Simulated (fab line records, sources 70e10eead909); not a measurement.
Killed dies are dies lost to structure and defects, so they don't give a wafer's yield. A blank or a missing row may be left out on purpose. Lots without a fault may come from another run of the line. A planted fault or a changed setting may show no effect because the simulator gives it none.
One fault seen from 3 desks | flow nand_harc | each desk has only its own numbers; what lay behind them comes last

THE METROLOGY DESK
What the gauges read, lot by lot, whatever tool the lot ran on: means of the sampled wafers that have a number. A lot is out of limits, marked OUT, if its mean lies more than 4 standard deviations from the usual mean; the brackets give that distance.
Columns: A = thk_nm at NHARC_A_ONON_D1_THK_MEAS_05, usual 1000 nm
lot  | first seen here | A
L599 | day 7 09:53     | 990
L600 | day 7 22:02     | 1008
L602 | day 8 14:56     | 1000
L609 | day 10 03:22    | 675 (-42) OUT
L613 | day 10 18:16    | 994
L611 | day 10 18:17    | 671 (-42) OUT
L612 | day 10 18:17    | 996
L610 | day 11 01:56    | 684 (-41) OUT
L614 | day 11 12:47    | 992
L617 | day 11 21:01    | 1004
L619 | day 12 03:04    | 1006
L618 | day 12 03:04    | 993
L620 | day 12 20:07    | 996
L621 | day 12 20:07    | 1007
L622 | day 13 12:17    | 996
This desk's finding: out of limits on L609, L610, L611; first on L609, day 10 03:22 (thk_nm at NHARC_A_ONON_D1_THK_MEAS_05). In limits: L599, L600, L602, L613, L612, L614, L617, L619, L618, L620, L621, L622.

THE DEFECT DESK
What the inspections along the route counted, lot by lot: means of the sampled wafers that have a number. A lot is out of limits, marked OUT, if its mean lies more than 4 standard deviations from the usual mean; the brackets give that distance.
Columns: A = raw_defect_count at NHARC_A_SOURCE_PLATE_INSPECT_08, usual 53
lot  | first seen here | A
L599 | day 7 08:46     | 43
L600 | day 7 20:54     | 70
L602 | day 8 13:47     | 54
L609 | day 10 02:14    | 66
L613 | day 10 17:07    | 65
L611 | day 10 17:08    | 66
L612 | day 10 17:08    | 62
L610 | day 11 00:47    | 34
L614 | day 11 11:39    | 64
L617 | day 11 19:52    | 34
L618 | day 12 01:55    | 55
L619 | day 12 01:55    | 58
L620 | day 12 18:58    | 60
L621 | day 12 18:58    | 61
L622 | day 13 11:08    | 52
This desk's finding: nothing out of limits on any of the 15 lots.

THE TOOL OWNER'S DESK: pecvd_onon-03
The tool's own readings at NHARC_A_ONON_D1_DEP_03 (target thk 1000 nm): means of the sampled wafers that have a number, for each lot that ran on this tool. A lot is out of limits, marked OUT, if its mean lies more than 4 standard deviations from the usual mean; the brackets give that distance.
Columns: A = n2o_flow_sccm at NHARC_A_ONON_D1_DEP_03, usual 1999 sccm; B = sih4_flow_sccm at NHARC_A_ONON_D1_DEP_03, usual 210.1 sccm
lot  | first seen here | A    | B
L609 | day 10 02:59    | 2000 | 209.4
L611 | day 10 17:53    | 1998 | 209.6
L610 | day 11 01:32    | 1998 | 210.2
This desk's finding: nothing out of limits on any of the 3 lots.

PUT TOGETHER
The metrology desk could have raised an alarm at day 10 03:22, on L609, L610, L611.
The defect desk saw nothing out of limits.
The tool owner's desk saw nothing out of limits.
The defect desk has L609, L610, L611 on record, within its limits.
The tool owner's desk has L609, L610, L611 on record, within its limits.
Of the lots named, all ran NHARC_A_ONON_D1_DEP_03 on pecvd_onon-03.

WHAT THE SIMULATOR HAD PUT IN
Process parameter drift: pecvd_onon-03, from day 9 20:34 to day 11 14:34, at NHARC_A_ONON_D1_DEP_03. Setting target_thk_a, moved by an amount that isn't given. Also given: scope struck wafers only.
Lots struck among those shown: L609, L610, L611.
Hours from the fault's start to each desk's first reading out of limits: the metrology desk, 7.
